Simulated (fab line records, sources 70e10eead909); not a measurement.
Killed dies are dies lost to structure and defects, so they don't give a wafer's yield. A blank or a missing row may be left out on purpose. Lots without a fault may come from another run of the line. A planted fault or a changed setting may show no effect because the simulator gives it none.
Which tool did it? | flow nand_harc | 13 lots, 36 wafers sampled, at 6 steps of a route of 1302

WHAT THE GAUGES READ, wafer by wafer
NHARC_P_GATE_CD_MEAS_26: target cd 120 nm. Usual: cd_nm 120.6 nm, standard deviation 0.75.
lot  | measured     | on        | cd_nm (nm)        | flag
L972 | day 5 05:38  | cd_sem-03 | 120.2 119.2 119.4 |
L974 | day 5 21:13  | cd_sem-03 | 121.5 121.3 122.0 |
L975 | day 6 04:19  | cd_sem-03 | 120.9 119.8 120.3 |
L978 | day 7 07:39  | cd_sem-02 | 120.6 119.9 119.7 |
L979 | day 7 18:55  | cd_sem-03 | 121.2 122.4 121.6 |
L980 | day 8 09:03  | cd_sem-01 | 119.0 120.3 119.4 |
L981 | day 8 16:18  | cd_sem-03 | 112.8 111.8       | OFF
L982 | day 9 06:10  | cd_sem-03 | 120.1 111.6       | OFF
L983 | day 9 14:18  | cd_sem-03 | 121.5 112.7       | OFF
L991 | day 12 19:38 | cd_sem-03 | 120.2 121.0 120.4 |
L992 | day 13 10:32 | cd_sem-03 | 122.4 120.3 121.3 |
L994 | day 14 05:46 | cd_sem-03 | 120.2 120.9 119.5 |
L995 | day 14 12:46 | cd_sem-03 | 121.5 121.0 122.8 |

NHARC_END_SORT_01. Usual: killed_at_array 61, standard deviation 26; killed_at_other 0.8, standard deviation 1.1; killed_at_periphery 4.0, standard deviation 2.6; killed_dies 66, standard deviation 26; killed_open 3.1, standard deviation 1.7; killed_short 2.5, standard deviation 1.5.
lot  | measured     | on        | killed_at_array | killed_at_other | killed_at_periphery | killed_dies | killed_open | killed_short | flag
L981 | day 27 20:20 | prober-01 | 32 34           | 1 1             | 4 3                 | 37 38       | 5 1         | 2 5          |
L983 | day 29 21:17 | prober-02 | 69 75           | 2 0             | 3 7                 | 74 82       | 2 2         | 1 1          |

WHICH TOOL RAN EACH LOT (tool, then ch and the chambers of the sampled wafers, then the start)
lot  | NHARC_P_STI_CMP_21            | NHARC_P_GATE_DEP_103            | NHARC_P_GATE_PEB_24               | NHARC_P_GATE_STRIP_101
L972 | cmp-03 ch 0,3, day 3 22:22    | pecvd-01 ch 0,1, day 5 04:58    | litho_track-01 ch 0, day 5 05:34  | rie_diel-06 ch 1,2,3, day 5 16:45
L974 | cmp-03 ch 0,1,2, day 4 10:49  | pecvd-02 ch 0,1,2, day 5 20:32  | litho_track-06 ch 0, day 5 21:08  | rie_diel-08 ch 0,1,3, day 6 08:26
L975 | cmp-03 ch 0,1,3, day 4 18:32  | pecvd-02 ch 0,1, day 6 03:38    | litho_track-06 ch 0, day 6 04:14  | rie_diel-08 ch 0,1,3, day 6 15:26
L978 | cmp-01 ch 0,1,3, day 6 00:48  | pecvd-02 ch 0,1,2, day 7 06:58  | litho_track-04 ch 0, day 7 07:34  | rie_diel-04 ch 0,1,3, day 7 18:52
L979 | cmp-01 ch 0,1,3, day 6 11:08  | pecvd-01 ch 1,2, day 7 18:22    | litho_track-01 ch 0, day 7 18:50  | rie_diel-06 ch 0,1,2, day 8 06:24
L980 | cmp-03 ch 0,2,3, day 7 00:13  | pecvd-02 ch 1,2, day 8 08:24    | litho_track-01 ch 0, day 8 08:58  | rie_diel-08 ch 0,1, day 8 20:16
L981 | cmp-01 ch 1,2, day 7 06:53    | pecvd-01 ch 0,1, day 8 15:40    | litho_track-01 ch 0, day 8 16:13  | rie_diel-06 ch 0,3, day 9 03:28
L982 | cmp-04 ch 2,3, day 7 18:56    | pecvd-04 ch 1,2, day 9 05:41    | litho_track-01 ch 0, day 9 06:05  | rie_diel-04 ch 0,1, day 9 17:08
L983 | cmp-04 ch 2,3, day 8 06:19    | pecvd-04 ch 0,1, day 9 13:42    | litho_track-01 ch 0, day 9 14:13  | rie_diel-06 ch 0,1, day 10 01:26
L991 | cmp-01 ch 0,2,3, day 11 13:07 | pecvd-02 ch 0,1, day 12 18:59   | litho_track-01 ch 0, day 12 19:34 | rie_diel-06 ch 0,2,3, day 13 06:45
L992 | cmp-03 ch 0,3, day 12 01:31   | pecvd-04 ch 1,2, day 13 09:51   | litho_track-04 ch 0, day 13 10:27 | rie_diel-04 ch 0,2,3, day 13 21:34
L994 | cmp-04 ch 0,2,3, day 12 22:10 | pecvd-04 ch 0,1, day 14 05:12   | litho_track-04 ch 0, day 14 05:41 | rie_diel-06 ch 0,1,2, day 14 16:47
L995 | cmp-01 ch 0,2,3, day 13 04:13 | pecvd-04 ch 0,1,2, day 14 12:07 | litho_track-06 ch 0, day 14 12:41 | rie_diel-08 ch 0,2,3, day 14 23:43
- NHARC_P_STI_CMP_21: polishes, t overpolish 20 s, target thk 380.67 nm.
- NHARC_P_GATE_DEP_103: deposits SiON, target thk 30 nm.
- NHARC_P_GATE_PEB_24: peb time 65 s.
- NHARC_P_GATE_STRIP_101: strips in O2, time 20 s.

WHAT THE TOOLS THEMSELVES READ (means of the sampled wafers that have a number; where no wafer has one, the mark that the record gives instead)
NHARC_P_STI_CMP_21. Usual: motor_current_A 11.9 A, standard deviation 1.6; overpolish_run_s 20.001 s, standard deviation 0.0095; pad_life_wafers 150, standard deviation 98.
lot  | tool   | motor_current_A (A) | overpolish_run_s (s) | pad_life_wafers | flag
L972 | cmp-03 | 14.4                | 20.022               | 8               |
L974 | cmp-03 | 12.6                | 20.003               | 62              |
L975 | cmp-03 | 13.3                | 19.996               | 104             |
L978 | cmp-01 | 11.6                | 20.008               | 104             |
L979 | cmp-01 | 11.5                | 19.993               | 140             |
L980 | cmp-03 | 12.8                | 20.001               | 343             |
L981 | cmp-01 | 11.2                | 20.004               | 225             |
L982 | cmp-04 | 11.9                | 19.999               | -               | OFF
L983 | cmp-04 | 11.9                | 20.002               | -               | OFF
L991 | cmp-01 | 12.3                | 20.005               | 224             |
L992 | cmp-03 | 13.7                | 19.992               | 2               |
L994 | cmp-04 | 10.8                | 20.011               | 332             |
L995 | cmp-01 | 12.7                | 20.002               | 13              |

NHARC_P_GATE_DEP_103. Usual: heater_power_w 756 W, standard deviation 93.
lot  | tool     | heater_power_w (W) | flag
L972 | pecvd-01 | 840                |
L974 | pecvd-02 | 747                |
L975 | pecvd-02 | 782                |
L978 | pecvd-02 | 718                |
L979 | pecvd-01 | 869                |
L980 | pecvd-02 | 643                |
L981 | pecvd-01 | 804                |
L982 | pecvd-04 | 736                |
L983 | pecvd-04 | 822                |
L991 | pecvd-02 | 742                |
L992 | pecvd-04 | 712                |
L994 | pecvd-04 | 732                |
L995 | pecvd-04 | 751                |

NHARC_P_GATE_PEB_24. Usual: heater_power_total_W 156.6 W, standard deviation 0.42.
lot  | tool           | heater_power_total_W (W) | flag
L972 | litho_track-01 | 156.2                    |
L974 | litho_track-06 | 156.9                    |
L975 | litho_track-06 | 156.7                    |
L978 | litho_track-04 | 156.5                    |
L979 | litho_track-01 | 156.8                    |
L980 | litho_track-01 | 156.7                    |
L981 | litho_track-01 | 157.1                    |
L982 | litho_track-01 | 156.1                    |
L983 | litho_track-01 | 156.3                    |
L991 | litho_track-01 | 156.7                    |
L992 | litho_track-04 | 157.0                    |
L994 | litho_track-04 | 156.6                    |
L995 | litho_track-06 | 156.5                    |

NHARC_P_GATE_STRIP_101. Usual: drypump_motor_current_A 5.6 A, standard deviation 0.31; oes_product_au 1.000 a.u., standard deviation 0.013; rf_vpp_V 57.7 V, standard deviation 0.77; showerhead_plenum_p_Torr 3.54 Torr, standard deviation 0.11; throttle_valve_pct 17.036 %, standard deviation 0.0087.
lot  | tool        | drypump_motor_current_A (A) | oes_product_au (a.u.) | rf_vpp_V (V) | showerhead_plenum_p_Torr (Torr) | throttle_valve_pct (%) | flag
L972 | rie_diel-06 | 5.8                         | 0.988                 | 57.6         | 3.57                            | 17.033                 |
L974 | rie_diel-08 | 5.5                         | 1.002                 | 57.1         | 3.48                            | 17.035                 |
L975 | rie_diel-08 | 5.5                         | 1.007                 | 58.3         | 3.48                            | 17.044                 |
L978 | rie_diel-04 | 6.0                         | 1.009                 | 57.6         | 3.45                            | 17.032                 |
L979 | rie_diel-06 | 5.6                         | 0.996                 | 57.8         | 3.55                            | 17.035                 |
L980 | rie_diel-08 | 5.4                         | 1.016                 | 57.4         | 3.40                            | 17.037                 |
L981 | rie_diel-06 | 5.4                         | 0.990                 | 57.9         | 3.58                            | 17.038                 |
L982 | rie_diel-04 | 5.8                         | 0.998                 | 58.2         | 3.44                            | 17.041                 |
L983 | rie_diel-06 | 5.7                         | 0.992                 | 57.9         | 3.60                            | 17.041                 |
L991 | rie_diel-06 | 5.5                         | 1.007                 | 57.6         | 3.53                            | 17.036                 |
L992 | rie_diel-04 | 5.7                         | 1.000                 | 57.9         | 3.48                            | 17.037                 |
L994 | rie_diel-06 | 5.7                         | 0.992                 | 58.0         | 3.55                            | 17.040                 |
L995 | rie_diel-08 | 5.4                         | 1.011                 | 58.0         | 3.60                            | 17.035                 |

THE ANSWER, worked out from the rows above alone
Rule: a lot is off if the mean of its wafers that have a number lies more than 3 standard deviations from the usual mean. A lot without any number at a reading at which 4 lots or more have one is off too. The other lots that the step has rows for count as sound. The gauges are gone through in route order, then the tools' own readings, and for those a lot's mean is taken as printed above. The first step at which some lot is off is used, and at that step the reading that is off furthest; a lot without a number counts as furthest.
Off: L981, L982, L983, at NHARC_P_GATE_CD_MEAS_26 (cd_nm).
A tool fits if, at a process step before that reading, it ran every lot that is off, and no sound lot after the first of them. The gauges at NHARC_P_GATE_CD_MEAS_26 are tried like those tools. None of those tried fits.

WHAT THE SIMULATOR HAD PUT IN
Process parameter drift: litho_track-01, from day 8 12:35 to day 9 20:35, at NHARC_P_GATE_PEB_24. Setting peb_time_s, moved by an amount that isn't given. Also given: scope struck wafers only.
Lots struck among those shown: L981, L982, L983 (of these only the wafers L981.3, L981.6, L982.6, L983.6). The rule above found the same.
